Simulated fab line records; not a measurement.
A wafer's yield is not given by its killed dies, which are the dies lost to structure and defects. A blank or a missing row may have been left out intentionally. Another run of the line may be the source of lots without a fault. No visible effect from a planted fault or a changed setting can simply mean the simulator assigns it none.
A single fault, viewed from 2 desks ; flow n5-finfet ; each desk holds nothing but its own numbers, with what lay behind them at the end

== THE DEFECT DESK ==
What the inspections along the route counted, lot by lot: means of the sampled wafers that have a number. If a lot's mean is further than 4 standard deviations from the usual mean, the lot is out of limits and carries the mark OUT (the distance appears in the brackets).
Columns: A = raw-defect-count at N5_HKMG_FIN_INSPECT_14, usual 2.0
lot;first seen here;A
L476;day 4 11:04;2.0
L477;day 4 16:53;1.7
L478;day 5 00:55;2.3
L479;day 5 03:30;3.0
L481;day 5 14:14;2.0
L482;day 5 22:55;1.7
L483;day 6 05:13;1.3
L484;day 6 13:23;0.7
L486;day 6 20:50;2.7
L493;day 8 16:35;1.0
L495;day 9 05:31;3.0
L497;day 9 22:13;2.3
Finding of this desk: none of the 12 lots has anything out of limits.

== DESK OF THE TOOL OWNER: ald-metal-01 ==
The tool's own readings at N5_HKMG_FIN_ALD_91 (deposits TiN, target thk 1 nm, pulse time 1 s, purge time 3 s): means of the sampled wafers that have a number, for each lot that ran on this tool. If a lot's mean is further than 4 standard deviations from the usual mean, the lot is out of limits and carries the mark OUT (the distance appears in the brackets).
Columns: A = heater-power-w at N5_HKMG_FIN_ALD_91, usual 879 W; B = precursor-pulse-height-rel at N5_HKMG_FIN_ALD_91, usual 1.000
lot;first seen here;A;B
L477;day 4 18:19;894;0.992
L478;day 5 02:12;882;1.012
L481;day 5 15:34;898;1.005
L482;day 5 23:56;890;0.974
L483;day 6 06:14;897;0.996
L484;day 6 14:23;893;1.017
L486;day 6 21:51;864;0.997
L493;day 8 17:35;852;1.012
L495;day 9 06:32;885;1.013
Finding of this desk: none of the 9 lots has anything out of limits.

== ALL TOGETHER ==
No out-of-limits result turned up at the defect desk.
The desk of the tool owner found nothing out of limits.

== WHAT WAS PUT IN BY THE SIMULATOR ==
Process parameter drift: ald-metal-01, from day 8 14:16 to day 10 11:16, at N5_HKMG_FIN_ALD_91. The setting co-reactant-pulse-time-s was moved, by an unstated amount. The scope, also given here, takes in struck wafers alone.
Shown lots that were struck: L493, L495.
